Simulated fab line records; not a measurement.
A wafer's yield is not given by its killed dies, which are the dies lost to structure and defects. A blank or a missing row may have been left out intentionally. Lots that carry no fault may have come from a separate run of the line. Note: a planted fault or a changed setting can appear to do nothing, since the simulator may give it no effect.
Split-lot experiment    flow n5Finfet    21 wafers read from 7 lots, route of 1938 steps

## THE SPLIT ITSELF
At N5_BEOL_M9_CMP_52 (polishes, stops on SiCOH lowk, t overpolish 7 s, target thk 140 nm), the setting downForcePsi was moved away from the recipe's 1 psi on 7 of the 21 wafers read, by -5.7% to +22.0%. This setting was run at the recipe's value on the other wafers.

The split's own step is where the reading is taken.

## THE READING
barrierFieldEndpointS, in s, at N5_BEOL_M9_CMP_52 (polishes, stops on SiCOH lowk, t overpolish 7 s, target thk 140 nm). Typical for fault-free wafers on this fab line: 28.9 s, with standard deviation 0.91 s.

wafer   tool, chamber at the split  downForcePsi as run, psi  against the recipe  barrierFieldEndpointS, s  against lot-mates on the recipe
L077.4  cmp-02, 2                   1.093                     +9.3%               27.3                      -1.8
L077.5  cmp-02, 2                   1.093                     +9.3%               28.0                      -1.1
L077.6  cmp-02, 3                   1                         recipe              29.1                      -
L082.3  cmp-04, 0                   1.22                      +22.0%              23.5                      -5.7
L082.4  cmp-04, 3                   1                         recipe              29.2                      -
L082.5  cmp-04, 1                   1.22                      +22.0%              24.6                      -4.6
L084.2  cmp-02, 1                   1                         recipe              27.9                      -
L084.4  cmp-02, 2                   1.061                     +6.1%               28.5                      -0.1
L084.5  cmp-02, 0                   1                         recipe              29.4                      -
L089.4  cmp-03, 3                   1                         recipe              29.3                      -
L089.2  cmp-03, 0                   1                         recipe              29.2                      -
L089.6  cmp-03, 0                   1                         recipe              29.7                      -
L093.4  cmp-04, 3                   0.9433                    -5.7%               31.8                      +0.8
L093.1  cmp-04, 1                   1                         recipe              31.7                      -
L093.2  cmp-04, 2                   1                         recipe              30.3                      -
L096.2  cmp-03, 3                   1                         recipe              28.4                      -
L096.5  cmp-03, 2                   1                         recipe              28.8                      -
L096.6  cmp-03, 3                   1.183                     +18.3%              24.5                      -4.1
L097.2  cmp-02, 0                   1                         recipe              28.6                      -
L097.1  cmp-02, 1                   1                         recipe              28.2                      -
L097.5  cmp-02, 2                   1                         recipe              29.5                      -

THE FIT
A straight line over all 21 wafers: barrierFieldEndpointS changes by -0.244 s for each +1% of downForcePsi; r = -0.91; the points scatter about the line by 0.89 s.
The same after taking each lot's own level away (the mean of its wafers on the recipe; 21 wafers): -0.219 s for each +1%; r = -0.95; scatter 0.59 s.
On that fit, the largest move of downForcePsi shifts the reading by 4.8 s.
The span of the lots' own levels, 28.60 to 31.00 s, comes to 2.6 times the standard deviation stated above.
Hence the slope depends on the lot-to-lot level, as the two fits are not the same.
Check: for one of the wafers moved furthest among these (+22.0%), held out of the fit, the line's prediction against its lot-mates is -4.34 s. It came out at -5.7 s against them.
Tool readings at the split's step, against how far the setting was moved: barrierFieldEndpointS r = -0.91.

## THE OTHER SPLITS THESE WAFERS WENT THROUGH
Note: prior to the reading, these wafers also went through further splits. Each is held against what the fit with the lots' levels taken away leaves over:
other split on the same wafers  wafers away from the commonest value  r with barrierFieldEndpointS (lot level and that fit taken away)
N5_BEOL_M8_COAT_60 spinRpm      6                                     -0.04
N5_BEOL_M8_CURE_75 timeS        9                                     +0.31

## FILE'S OWN FIT
barrierFieldEndpointS changes by -0.212 s for each +1% of downForcePsi, r = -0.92.
